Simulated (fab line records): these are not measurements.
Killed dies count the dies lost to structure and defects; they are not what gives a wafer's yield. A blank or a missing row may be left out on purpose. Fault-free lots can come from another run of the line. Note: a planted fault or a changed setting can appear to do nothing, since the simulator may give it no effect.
fab line records | flow nandHarc
record: lots: 13 | wafers: 39 | lastDay: 23
route steps=1159 shown P_ZERO_WELL@68 P_STI@88 P_GATE@132 END@1159
lots untouched by any fault: they come from a run of this same line in which no faults occurred
startH: hours from the record's opening day to when the first of the lot's shown wafers began | waitH: hours from the lot's prior step to this one | " as in the row above | L1.1+2: a row that stands for several wafers | - value missing, or start not given | * or withheld: withheld | < > ~ a bound
route shown NAME@n: names a module that has steps shown in the file, with the first one's number in the route | usual: the fault-free wafers' mean and standard deviation | same: alike in all rows | chamber/n: place in a boat | sites: per-site readings | _std_site: the standard deviation of these | _edge_site: the outer-site mean with the inner-site mean subtracted | radiusMm: for every site, how far away it sits from the centre of the wafer | mask NAME#n: copy n | behind: the tool/chamber that last shaped the wafer | hold: reason for holding the lot/hours on hold/outcome of the hold | device: transistor that didn't switch, given as n, p or np | end of line: at the end of the route, the tests of the same wafers | step lacking rows: just its recipe | killed: not the wafer's yield, but the dies lost to structure and defects at the first sort | map: a wafer's dies, marking killed ones x, the rest . and places with no die _
set.NAME: the setting that was run; set.NAME@STEP: the one run at that earlier step | model.NAME: the simulator's own value behind a step, which no gauge read
a sample of lots followed through the steps of the route, with each step as a table and each wafer as a row
services: the hour from which a tool's chamber was out of use, counted from the record's first day as startH (under 0 if before that day), plus the number of hours and why
== steps ==
step: NHARC_P_ZERO_WELL_INSPECT_43
usual: rawDefectCount: 13/5.7
lot.wafer | tool             | chamber | startH | waitH | rawDefectCount
L891.1    | defectInspect-01 | -       | 19.67  | 0.6   | 16
L891.2    | "                | -       | "      | "     | 21
L891.4    | "                | -       | "      | "     | 14
L892.1    | defectInspect-02 | -       | 25.75  | 0.6   | 7
L892.4    | "                | -       | "      | "     | 6
L892.6    | "                | -       | "      | "     | 7
L893.1    | defectInspect-01 | -       | 31.59  | 0.6   | 10
L893.4    | "                | -       | "      | "     | 17
L893.6    | "                | -       | "      | "     | 21
L894.4    | defectInspect-02 | -       | 37.50  | 0.2   | 12
L894.5    | "                | -       | "      | "     | 11
L894.6    | "                | -       | "      | "     | 16
L896.3    | defectInspect-01 | -       | 49.67  | 0.4   | 8
L896.4    | "                | -       | "      | "     | 8
L896.5    | "                | -       | "      | "     | 7
L898.1    | defectInspect-02 | -       | 61.52  | 0.6   | 19
L898.4    | "                | -       | "      | "     | 13
L898.5    | "                | -       | "      | "     | 9
L900.3    | defectInspect-01 | -       | 73.58  | 0.3   | 10
L900.4    | "                | -       | "      | "     | 8
L900.5    | "                | -       | "      | "     | 20
L901.1    | defectInspect-02 | -       | 79.43  | 0.6   | 13
L901.4    | "                | -       | "      | "     | 27
L901.5    | "                | -       | "      | "     | 22
L903.2    | defectInspect-02 | -       | 91.33  | 0.5   | 31
L903.5    | "                | -       | "      | "     | 6
L903.6    | "                | -       | "      | "     | 11
L904.2    | defectInspect-01 | -       | 97.45  | 0.5   | 15
L904.5    | "                | -       | "      | "     | 16
L904.6    | "                | -       | "      | "     | 18
L905.2    | defectInspect-01 | -       | 103.59 | 0.5   | 7
L905.4    | "                | -       | "      | "     | 7
L905.5    | "                | -       | "      | "     | 13
L906.1    | defectInspect-01 | -       | 110.47 | 0.6   | 6
L906.4    | "                | -       | "      | "     | 19
L906.5    | "                | -       | "      | "     | 10
L907.1    | defectInspect-02 | -       | 115.49 | 0.6   | 24
L907.2    | "                | -       | "      | "     | 7
L907.5    | "                | -       | "      | "     | 6
step: NHARC_P_STI_ETCH_42
recipe: targetDepthA: 800 | overetchA: 240 | timeS: 61 | ionEnergyEv: 200 | n2FlowSccm: 150 | h2FlowSccm: 150 | arFlowSccm: 0 | rfW: 400 | biasW: 150 | chemistry: N2/H2
usual: drypumpMotorCurrentA: 5.6/0.41 | h2FlowSccm: 149.9/0.45 | oesProductAu: 0.994/0.013 | rfVppV: 430.1/2.6 | showerheadPlenumPTorr: 2.03/0.09 | throttleValvePct: 14.172/0.0091
lot.wafer | tool       | chamber | startH | waitH | drypumpMotorCurrentA | h2FlowSccm | oesProductAu | rfHoursCounterH | rfVppV | showerheadPlenumPTorr | throttleValvePct
L892.4    | rieDiel-04 | 3       | 39.70  | 0.1   | 6.0                  | 149.9      | 0.992        | 3.4             | 428.2  | 1.99                  | 14.169
L892.1    | "          | 1       | "      | "     | 5.6                  | 150.2      | 0.980        | 3.5             | 430.9  | 2.03                  | 14.198
L892.6    | "          | 3       | "      | "     | 6.0                  | 150.6      | 0.990        | -               | 429.2  | 1.99                  | 14.178
L891.2    | rieDiel-04 | 1       | 39.85  | 0.1   | 5.6                  | 149.5      | 0.979        | 3.5             | 429.8  | 2.03                  | 14.171
L891.1    | "          | 2       | "      | "     | 5.4                  | 150.1      | 0.998        | 3.5             | 425.8  | 1.90                  | 14.157
L891.4    | "          | 0       | "      | "     | 6.3                  | 149.7      | 1.001        | 3.5             | 428.8  | 1.95                  | 14.161
L893.1    | rieDiel-04 | 0       | 50.57  | 0.1   | 6.2                  | 149.3      | 1.012        | 3.8             | 429.5  | 1.95                  | 14.174
L893.4    | "          | 3       | "      | "     | 6.0                  | 150.0      | 0.991        | 3.9             | 429.0  | 1.99                  | 14.169
L893.6    | "          | 1       | "      | "     | 5.6                  | 150.0      | 0.974        | -               | 430.8  | 2.03                  | 14.171
L894.4    | rieDiel-13 | 0       | 50.76  | 0.1   | 5.9                  | 150.4      | 0.984        | 3.1             | 434.0  | 2.11                  | 14.170
L894.6    | "          | 1       | "      | "     | 5.2                  | 149.9      | 0.991        | -               | 428.4  | 1.98                  | 14.172
L894.5    | "          | 2       | "      | "     | 5.3                  | 150.2      | 1.001        | -               | 434.9  | 2.19                  | 14.182
L896.4    | rieDiel-13 | 3       | 65.31  | 0.1   | 5.1                  | 149.5      | 0.980        | 3.8             | 432.0  | 2.06                  | 14.189
L896.3    | "          | 0       | "      | "     | 5.9                  | 150.4      | 0.996        | 3.4             | 433.0  | 2.11                  | 14.172
L896.5    | "          | 1       | "      | "     | 5.2                  | 150.1      | 0.985        | -               | 427.3  | 1.98                  | 14.179
L898.1    | rieDiel-13 | 0       | 77.27  | 0.1   | 5.8                  | 149.9      | 0.984        | 3.7             | 432.2  | 2.11                  | 14.167
L898.4    | "          | 2       | "      | "     | 5.3                  | 149.1      | 0.998        | 4.2             | 432.5  | 2.19                  | 14.183
L898.5    | "          | 1       | "      | "     | 5.2                  | 150.4      | 0.986        | -               | 427.8  | 1.98                  | 14.153
L900.3    | rieDiel-13 | 0       | 89.27  | 0.1   | 5.9                  | 150.0      | 0.993        | 4.0             | 433.5  | 2.11                  | 14.175
L900.4    | "          | 1       | "      | "     | 5.2                  | 149.7      | 0.981        | 3.5             | 429.3  | 1.98                  | 14.176
L900.5    | "          | 0       | "      | "     | 5.9                  | 149.8      | 0.996        | -               | 432.2  | 2.11                  | 14.181
L901.4    | rieDiel-04 | 2       | 96.28  | 0.1   | 5.5                  | 150.4      | 0.994        | 6.2             | 427.9  | 1.90                  | 14.170
L901.1    | "          | 0       | "      | "     | 6.3                  | 151.1      | 0.999        | 6.1             | 426.9  | 1.95                  | 14.172
L901.5    | "          | 3       | "      | "     | 6.0                  | 150.2      | 0.991        | -               | 428.8  | 1.98                  | 14.180
L904.2    | rieDiel-04 | 0       | 109.36 | 0.1   | 6.3                  | 150.2      | 1.009        | 6.6             | 428.5  | 1.95                  | 14.176
L904.6    | "          | 1       | "      | "     | 5.6                  | 150.1      | 0.984        | -               | 429.9  | 2.03                  | 14.165
L904.5    | "          | 2       | "      | "     | 5.5                  | 150.0      | 0.991        | -               | 425.9  | 1.90                  | 14.168
L903.2    | rieDiel-13 | 0       | 109.38 | 0.1   | 5.8                  | 149.6      | 0.964        | 0.0             | 431.7  | 2.11                  | 14.161
L903.6    | "          | 1       | "      | "     | 5.2                  | 149.7      | 0.975        | -               | 430.1  | 1.98                  | 14.148
L903.5    | "          | 2       | "      | "     | 5.3                  | 150.1      | 0.970        | -               | 434.9  | 2.19                  | 14.176
L905.2    | rieDiel-08 | 0       | 120.61 | 0.1   | 5.8                  | 150.1      | 1.014        | 9.9             | 432.0  | 2.15                  | 14.171
L905.4    | "          | 2       | "      | "     | 6.2                  | 149.9      | 1.009        | 10.6            | 427.5  | 1.91                  | 14.180
L905.5    | "          | 1       | "      | "     | 5.4                  | 149.7      | 1.004        | -               | 426.3  | 1.95                  | 14.171
L907.2    | rieDiel-13 | 0       | 128.84 | 0.1   | 5.9                  | 150.2      | 0.970        | 0.5             | 431.8  | 2.11                  | 14.160
L907.1    | "          | 1       | "      | "     | 5.2                  | 150.0      | 0.974        | 0.5             | 428.1  | 1.98                  | 14.181
L907.5    | "          | 1       | "      | "     | 5.2                  | 149.1      | 0.971        | -               | 429.7  | 1.98                  | 14.174
L906.1    | rieDiel-04 | 0       | 129.03 | 0.1   | 6.3                  | 150.3      | 1.005        | 0.5             | 428.0  | 1.95                  | 14.172
L906.4    | "          | 1       | "      | "     | 5.6                  | 149.1      | 0.991        | -               | 430.0  | 2.03                  | 14.180
L906.5    | "          | 0       | "      | "     | 6.3                  | 150.7      | 1.000        | -               | 428.5  | 1.95                  | 14.166
step: NHARC_P_STI_INSPECT_25
usual: rawDefectCount: 214/81
lot.wafer | tool             | chamber | startH | waitH | rawDefectCount
L892.1    | defectInspect-02 | -       | 67.16  | 0.4   | 149
L892.4    | "                | -       | "      | "     | 178
L892.6    | "                | -       | "      | "     | 308
L891.1    | defectInspect-01 | -       | 67.16  | 0.4   | 217
L891.2    | "                | -       | "      | "     | 116
L891.4    | "                | -       | "      | "     | 230
L894.4    | defectInspect-02 | -       | 84.94  | 0.4   | 165
L894.5    | "                | -       | "      | "     | 129
L894.6    | "                | -       | "      | "     | 129
L893.1    | defectInspect-01 | -       | 84.96  | 0.4   | 255
L893.4    | "                | -       | "      | "     | 363
L893.6    | "                | -       | "      | "     | 237
L896.3    | defectInspect-01 | -       | 95.83  | 0.4   | 129
L896.4    | "                | -       | "      | "     | 305
L896.5    | "                | -       | "      | "     | 221
L898.1    | defectInspect-02 | -       | 107.83 | 0.4   | 249
L898.4    | "                | -       | "      | "     | 142
L898.5    | "                | -       | "      | "     | 249
L900.3    | defectInspect-01 | -       | 115.81 | 0.4   | 164
L900.4    | "                | -       | "      | "     | 124
L900.5    | "                | -       | "      | "     | 203
L901.1    | defectInspect-01 | -       | 125.96 | 0.4   | 161
L901.4    | "                | -       | "      | "     | 224
L901.5    | "                | -       | "      | "     | 253
L904.2    | defectInspect-02 | -       | 143.32 | 0.4   | 183
L904.5    | "                | -       | "      | "     | 280
L904.6    | "                | -       | "      | "     | 115
L903.2    | defectInspect-01 | -       | 143.32 | 0.4   | 421
L903.5    | "                | -       | "      | "     | 214
L903.6    | "                | -       | "      | "     | 162
L905.2    | defectInspect-01 | -       | 151.92 | 0.4   | 373
L905.4    | "                | -       | "      | "     | 233
L905.5    | "                | -       | "      | "     | 284
L906.1    | defectInspect-02 | -       | 160.99 | 0.4   | 115
L906.4    | "                | -       | "      | "     | 176
L906.5    | "                | -       | "      | "     | 185
L907.1    | defectInspect-01 | -       | 160.99 | 0.4   | 318
L907.2    | "                | -       | "      | "     | 242
L907.5    | "                | -       | "      | "     | 267
step: NHARC_P_GATE_DEP_103
recipe: targetThkA: 300 | targetThkNm: 30 | tempC: 400 | flowSccm: 200 | rfW: 350 | material: SiON
usual: heaterPowerW: 776/86
lot.wafer | tool     | chamber | startH | waitH | heaterPowerW
L892.1    | pecvd-01 | 2       | 88.71  | 0.6   | 807
L892.6    | "        | 0       | "      | "     | 793
L892.4    | "        | 1       | "      | "     | 791
L891.2    | pecvd-03 | 0       | 88.71  | 0.4   | 793
L891.1    | "        | 2       | "      | "     | 835
L891.4    | "        | 1       | "      | "     | 801
L894.6    | pecvd-01 | 2       | 107.02 | 0.1   | 871
L894.5    | "        | 0       | "      | "     | 760
L894.4    | "        | 1       | "      | "     | 784
L893.1    | pecvd-02 | 2       | 107.56 | 0.6   | 760
L893.4    | "        | 2       | "      | "     | 745
L893.6    | "        | 1       | "      | "     | 625
L896.3    | pecvd-01 | 0       | 119.18 | 0.7   | 803
L896.4    | "        | 1       | "      | "     | 716
L896.5    | "        | 2       | "      | "     | 857
L898.1    | pecvd-02 | 1       | 133.02 | 0.6   | 730
L898.4    | "        | 2       | "      | "     | 654
L898.5    | "        | 0       | "      | "     | 657
L900.3    | pecvd-01 | 1       | 137.24 | 0.6   | 837
L900.4    | "        | 2       | "      | "     | 807
L900.5    | "        | 1       | "      | "     | 850
L901.1    | pecvd-02 | 2       | 148.11 | 0.6   | 765
L901.5    | "        | 2       | "      | "     | 761
L901.4    | "        | 1       | "      | "     | 601
L904.2    | pecvd-01 | 2       | 164.65 | 0.5   | 802
L904.5    | "        | 1       | "      | "     | 835
L904.6    | "        | 2       | "      | "     | 787
L903.2    | pecvd-03 | 1       | 164.69 | 0.5   | 894
L903.5    | "        | 0       | "      | "     | 703
L903.6    | "        | 1       | "      | "     | 904
L905.2    | pecvd-02 | 1       | 177.76 | 0.5   | 770
L905.4    | "        | 2       | "      | "     | 670
L905.5    | "        | 1       | "      | "     | 756
L906.1    | pecvd-02 | 0       | 184.49 | 0.6   | 685
L906.5    | "        | 2       | "      | "     | 647
L906.4    | "        | 1       | "      | "     | 704
L906.1    | pecvd-02 | 0       | 185.06 | 0.5   | 705
L906.5    | "        | 2       | "      | "     | 640
L906.4    | "        | 1       | "      | "     | 726
L907.2    | pecvd-03 | 0       | 184.59 | 0.5   | 817
L907.1    | "        | 1       | "      | "     | 923
L907.5    | "        | 0       | "      | "     | 839
L907.2    | pecvd-03 | 0       | 184.95 | 0.3   | 837
L907.1    | "        | 1       | "      | "     | 928
L907.5    | "        | 0       | "      | "     | 848
step: NHARC_END_SORT_01
recipe: tempC: 25
usual: killedAtArray: 26/11 | killedAtOther: 0.6/1 | killedAtPeriphery: 3.1/2.1 | killedDies: 30/11 | killedOpen: 3.4/1.8 | killedShort: 2.1/1.5
same: grossDies: 677
lot.wafer | tool      | chamber | startH | waitH | killedAtArray | killedAtOther | killedAtPeriphery | killedDies | killedOpen | killedShort
L906.1    | prober-01 | 0       | 527.36 | 2.4   | 30            | 0             | 3                 | 33         | 2          | 1
L906.4    | prober-01 | 0       | 529.79 | 3.4   | 33            | 0             | 3                 | 36         | 4          | 2
L906.5    | prober-01 | 0       | 530.60 | 3.7   | 28            | 0             | 5                 | 33         | 4          | 0
L907.1    | prober-02 | 0       | 527.44 | 2.5   | 35            | 0             | 5                 | 40         | 4          | 2
L907.2    | prober-02 | 0       | 528.25 | 2.8   | 26            | 2             | 0                 | 28         | 3          | 2
L907.5    | prober-02 | 0       | 530.65 | 3.7   | 28            | 0             | 4                 | 32         | 4          | 2
killed by level:class
L906.1 A_SLIT:chamberFilmFlake=14 A_CHANNEL_HOLE_D1:chamberFilmFlake=5 A_STAIRCASE:chamberFilmFlake=4 A_ZERO_WELL:chamberFilmFlake=3 A_CONTACT:chamberFilmFlake=2 P_CONTACT:geometricParticle:short=1 A_CONTACT:geometricParticle:open=1 A_BLC:geometricParticle:open=1
L907.1 A_CHANNEL_HOLE_D1:chamberFilmFlake=21 A_CONTACT:chamberFilmFlake=6 A_BLC:geometricParticle:open=2 A_ZERO_WELL:chamberFilmFlake=2 P_M0:geometricParticle:open=1 P_M1:geometricParticle:open=1 A_SGD_CUT:geometricParticle:short=1 A_CONTACT:geometricParticle:short=1
L907.2 A_CHANNEL_HOLE_D1:chamberFilmFlake=14 A_STAIRCASE:chamberFilmFlake=5 A_CONTACT:chamberFilmFlake=2 THIN_TSV:chamberFilmFlake=2 A_ONON_D1:geometricParticle:short=1 A_CHANNEL_HOLE_D1:geometricParticle:open=1 A_CHANNEL_FILL_D1:geometricParticle:open=1 A_CONTACT:geometricParticle:short=1
L906.4 A_SLIT:chamberFilmFlake=17 A_CHANNEL_HOLE_D1:chamberFilmFlake=7 A_STAIRCASE:chamberFilmFlake=2 A_CONTACT:chamberFilmFlake=2 P_GATE:geometricParticle:open=1 P_CONTACT:geometricParticle:short=1 A_ONON_D1:geometricParticle:open=1 A_WL_FILL:geometricParticle:open=1
L906.5 A_SLIT:chamberFilmFlake=15 A_CHANNEL_HOLE_D1:chamberFilmFlake=7 P_GATE:chamberFilmFlake=4 A_M0:geometricParticle:open=2 A_ZERO_WELL:chamberFilmFlake=2 P_CONTACT:geometricParticle:open=1 A_CONTACT:geometricParticle:open=1 A_STAIRCASE:chamberFilmFlake=1
L907.5 A_CHANNEL_HOLE_D1:chamberFilmFlake=17 A_CONTACT:chamberFilmFlake=6 P_CONTACT:geometricParticle:open=2 A_CHANNEL_FILL_D1:chamberFilmFlake=2 P_CONTACT:geometricParticle:short=1 P_M0:geometricParticle:open=1 A_ONON_D1:geometricParticle:open=1 A_CONTACT:geometricParticle:short=1
== services ==
tool       | chamber | startH | hours | kind
rieDiel-04 | 0       | 17.40  | -     | clean
rieDiel-04 | 1       | 17.40  | -     | clean
pecvd-01   | 2       | 31.62  | 2.7   | repair
rieDiel-13 | 1       | 34.00  | 10.1  | repair
pecvd-01   | 2       | 40.62  | 10.9  | repair
rieDiel-04 | 3       | 53.44  | 14.2  | repair
rieDiel-08 | 2       | 56.44  | 9.9   | repair
pecvd-01   | -       | 56.47  | 13.0  | pm
rieDiel-04 | 1       | 61.03  | 31.2  | repair
rieDiel-04 | 0       | 70.60  | 2.4   | repair
rieDiel-08 | 0       | 84.89  | 7.4   | repair
rieDiel-13 | 0       | 91.86  | 15.1  | repair
rieDiel-13 | -       | 96.00  | 0.3   | repair
rieDiel-13 | -       | 99.00  | 9.0   | pm
rieDiel-08 | 0       | 101.31 | 3.7   | repair
pecvd-03   | -       | 111.02 | 13.0  | pm
rieDiel-04 | -       | 111.92 | 9.0   | pm
rieDiel-08 | -       | 124.81 | 9.0   | pm
rieDiel-04 | 2       | 126.74 | 3.8   | repair
rieDiel-13 | -       | 144.04 | 0.3   | repair
pecvd-02   | -       | 153.15 | 13.0  | pm
rieDiel-13 | -       | 171.83 | 0.7   | repair
pecvd-01   | 0       | 176.50 | 5.0   | repair
pecvd-01   | -       | 179.90 | 1.5   | repair
== key ==
firstSign: step: NHARC_P_GATE_DEP_103 | reading: visit | direction: added
effect none on later readings
metAt NHARC_P_GATE_DEP_103
struckLots L906,L907
testerLeftOut L906,L907
notActingAt NHARC_P_ZERO_WELL_INSPECT_43,NHARC_P_STI_ETCH_42,NHARC_P_STI_INSPECT_25
fault: kind: repeatedStepWhole | tool: pecvd-01,pecvd-02,pecvd-03 | chamber: - | onsetH: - | steps: NHARC_P_GATE_DEP_103 | times: 1 | scope: struckLotsOnly
testerLeftOut: of these lots the tester's yield and bins aren't shown, on N5 and GAA mostly nor the transistor test; their killed dies are dies lost to structure and defects alone, not to doping, threshold or leakage, so they don't give the yield
